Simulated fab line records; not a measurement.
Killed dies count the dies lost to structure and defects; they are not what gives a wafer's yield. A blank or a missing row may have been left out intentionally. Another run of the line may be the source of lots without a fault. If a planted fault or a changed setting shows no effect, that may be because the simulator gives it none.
Matching of chambers + flow n5_finfet + pecvd-04 running N5_BEOL_M3_DEP_57: 3 sister chambers
The step deposits SiCN from 3MS/NH3, target thk 8 nm, time 14 s. 14 wafers are shown with their chamber, then 7 later ones without.

WAFERS PAIRED WITH THEIR CHAMBERS
| wafer  | chamber | throttle_valve_pct (%) | showerhead_plenum_p_Torr (Torr) | rf_fwd_power_W (W) |
|--------|---------|------------------------|---------------------------------|--------------------|
| L075.1 | 2       | 9.2                    | 3.674                           | 199.5              |
| L075.4 | 2       | 9.4                    | 3.667                           | 199.8              |
| L075.5 | 0       | 8.8                    | 3.686                           | 200.0              |
| L086.1 | 2       | 8.7                    | 3.658                           | 200.5              |
| L086.5 | 1       | 8.4                    | 3.663                           | 200.6              |
| L086.6 | 0       | 9.1                    | 3.682                           | 199.5              |
| L088.2 | 0       | 9.0                    | 3.681                           | 199.2              |
| L088.5 | 1       | 8.4                    | 3.652                           | 199.8              |
| L088.6 | 0       | 8.9                    | 3.677                           | 200.0              |
| L089.1 | 2       | 8.7                    | 3.663                           | 199.3              |
| L089.4 | 2       | 8.5                    | 3.673                           | 200.8              |
| L089.6 | 1       | 8.3                    | 3.677                           | 200.3              |
| L092.2 | 0       | 9.1                    | 3.672                           | 200.5              |
| L092.4 | 0       | 8.9                    | 3.684                           | 200.7              |

SIGNATURES (averages over the wafers above)
| reading                  | chamber 0 | chamber 1 | chamber 2 | scatter within a chamber |
|--------------------------|-----------|-----------|-----------|--------------------------|
| throttle_valve_pct       | 8.967     | 8.367     | 8.900     | 0.245                    |
| showerhead_plenum_p_Torr | 3.68033   | 3.66400   | 3.66700   | 0.00754                  |
| rf_fwd_power_W           | 199.983   | 200.233   | 199.980   | 0.574                    |
Rule: for a wafer and a chamber, the distance is found by dividing, reading by reading, the gap between the wafer's reading and the chamber's mean by the reading's scatter, squaring, summing and taking the root. If the next closest chamber is less than 2 further off than the closest, the wafer can't be placed; otherwise it belongs to the closest. The scatter: take each reading less its chamber's mean, square it, sum over the shown wafers, divide by the number of wafers less the number of chambers, and take the root.

WAFERS WITH NO CHAMBER GIVEN
| wafer  | throttle_valve_pct (%) | showerhead_plenum_p_Torr (Torr) | rf_fwd_power_W (W) |
|--------|------------------------|---------------------------------|--------------------|
| L092.5 | 8.8                    | 3.671                           | 199.4              |
| L094.1 | 9.1                    | 3.682                           | 200.6              |
| L094.3 | 8.7                    | 3.665                           | 200.5              |
| L094.4 | 8.8                    | 3.691                           | 200.0              |
| L097.3 | 8.6                    | 3.673                           | 199.7              |
| L097.4 | 8.2                    | 3.674                           | 200.4              |
| L097.6 | 8.9                    | 3.690                           | 199.7              |

WHICH CHAMBER EACH WENT THROUGH
| wafer  | from the rows above          | in truth |
|--------|------------------------------|----------|
| L092.5 | can't be placed: 2 or 0 or 1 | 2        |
| L094.1 | can't be placed: 0 or 2      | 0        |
| L094.3 | can't be placed: 2 or 1 or 0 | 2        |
| L094.4 | can't be placed: 0 or 2      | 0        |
| L097.3 | can't be placed: 2 or 1 or 0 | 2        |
| L097.4 | can't be placed: 1 or 2 or 0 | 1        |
| L097.6 | can't be placed: 0 or 2      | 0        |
Correct placement for 0 of the 7. These rows do not allow placing 7 (true chamber among the candidates in 7). Placed wrongly: 0.
